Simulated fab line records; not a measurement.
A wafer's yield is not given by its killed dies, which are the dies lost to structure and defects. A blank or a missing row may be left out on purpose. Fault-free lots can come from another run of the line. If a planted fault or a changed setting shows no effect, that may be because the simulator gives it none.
Lot-split experiment ; flow n5Finfet ; route with 1938 steps; 7 lots, 21 wafers read

## ABOUT THE SPLIT
At N5_FIN_CUT_COAT_19 (time 60 s, resist thk 20 nm), the setting spinRpm was moved away from the recipe's 1500 rpm on 7 of the 21 wafers read, by -7.5% to +7.8%. The other wafers ran this setting at the recipe's value.

## FROM THE SPLIT TO THE READING: what the file shows between them, 4 steps
- N5_FIN_CUT_COAT_29: time 60 s, resist thk 10 nm
- N5_FIN_CUT_COAT_02: resist thk 30 nm
- N5_FIN_CUT_DESCUM_13: chemistry O2, time 7 s
- N5_FIN_CUT_ETCH_30: etches underlayer in N2/H2, target depth 13 nm, time 10.4 s

## THE READING
etch.depthNm (the simulator's own value, which no gauge read), in nm, at N5_FIN_CUT_ETCH_20 (etches SiARC in CF4, target depth 26 nm, time 43.3 s). No usual value for it is given in the file. Here, 14 wafers ran the recipe; their average is 20.00 nm with a standard deviation of 0.078 nm.

wafer;tool, chamber at the split;spinRpm as run, rpm;against the recipe;etch.depthNm, nm;against lot-mates on the recipe
L075.1;lithoTrack-04, 0;1500;recipe;20.05;-
L075.2;lithoTrack-04, 0;1388;-7.5%;20.79;+0.74
L075.3;lithoTrack-04, 0;1388;-7.5%;20.91;+0.86
L076.2;lithoTrack-02, 0;1570;+4.7%;19.55;-0.51
L076.3;lithoTrack-02, 0;1500;recipe;20.05;-
L076.6;lithoTrack-02, 0;1500;recipe;20.07;-
L077.1;lithoTrack-02, 0;1592;+6.1%;19.35;-0.57
L077.5;lithoTrack-02, 0;1500;recipe;19.92;-
L077.6;lithoTrack-02, 0;1592;+6.1%;19.39;-0.53
L080.1;lithoTrack-03, 0;1500;recipe;19.95;-
L080.3;lithoTrack-03, 0;1500;recipe;19.97;-
L080.6;lithoTrack-03, 0;1500;recipe;19.94;-
L081.4;lithoTrack-02, 0;1500;recipe;19.94;-
L081.5;lithoTrack-02, 0;1500;recipe;19.86;-
L081.6;lithoTrack-02, 0;1500;recipe;19.89;-
L084.1;lithoTrack-04, 0;1500;recipe;20.08;-
L084.5;lithoTrack-04, 0;1500;recipe;20.02;-
L084.6;lithoTrack-04, 0;1500;recipe;20.07;-
L092.2;lithoTrack-04, 0;1617;+7.8%;19.33;-0.79
L092.3;lithoTrack-04, 0;1500;recipe;20.12;-
L092.4;lithoTrack-04, 0;1617;+7.8%;19.36;-0.76

FIT RESULTS
A straight line over all 21 wafers: etch.depthNm changes by -0.1 nm for each +1% of spinRpm; r = -0.98; the points scatter about the line by 0.086 nm.
The same after taking each lot's own level away (the mean of its wafers on the recipe; 21 wafers): -0.101 nm for each +1%; r = -1.00; scatter 0.038 nm.
According to that fit, moving spinRpm by its largest amount changes the reading by 0.79 nm.
Measured against the standard deviation above, the lots' own levels, which go from 19.897 to 20.120 nm, span 2.9 times it.
So the lot-to-lot level changes the slope little: the two slopes agree.
Check: with one of the wafers moved furthest among these (+7.8%) left out of the fit, the line predicts -0.774 nm for it against its lot-mates. Against them it came out at -0.79 nm.

## FURTHER SPLITS ON THESE WAFERS
Note: prior to the reading, these wafers also went through further splits. Each is held against what the fit with the lots' levels taken away leaves over:
other split on the same wafers;wafers away from the commonest value;r with etch.depthNm (lot level and that fit taken away)
N5_ZERO_LAYER_PECVD_02 timeS;10;+0.40
N5_ZERO_LAYER_COAT_05 spinRpm;4;-0.27
N5_ZERO_LAYER_ETCH_18 icpW;6;+0.08
N5_WELL_APT_PEB_06 pebTempC;7;+0.09
N5_FIN_SAQP_FIN_ETCH_36 icpW;7;+0.11

## THE WHOLE CHAIN: every reading that the file lists as answering this split, in the file's order
step;what it does;reading;change (the file's fit);r (the file's)
N5_FIN_CUT_COAT_19;time 60 s, resist thk 20 nm;SiARC_of_FIN_CUT_COAT_19.thkNm (the simulator's own value, which no gauge read);-0.105 nm for each +1% of the setting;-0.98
N5_FIN_CUT_ETCH_20;etches SiARC in CF4, target depth 26 nm, time 43.3 s;etch.depthNm (the simulator's own value, which no gauge read);-0.101 nm for each +1% of the setting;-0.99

## THE FILE'S OWN FIT
etch.depthNm changes by -0.101 nm for each +1% of spinRpm, r = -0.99.
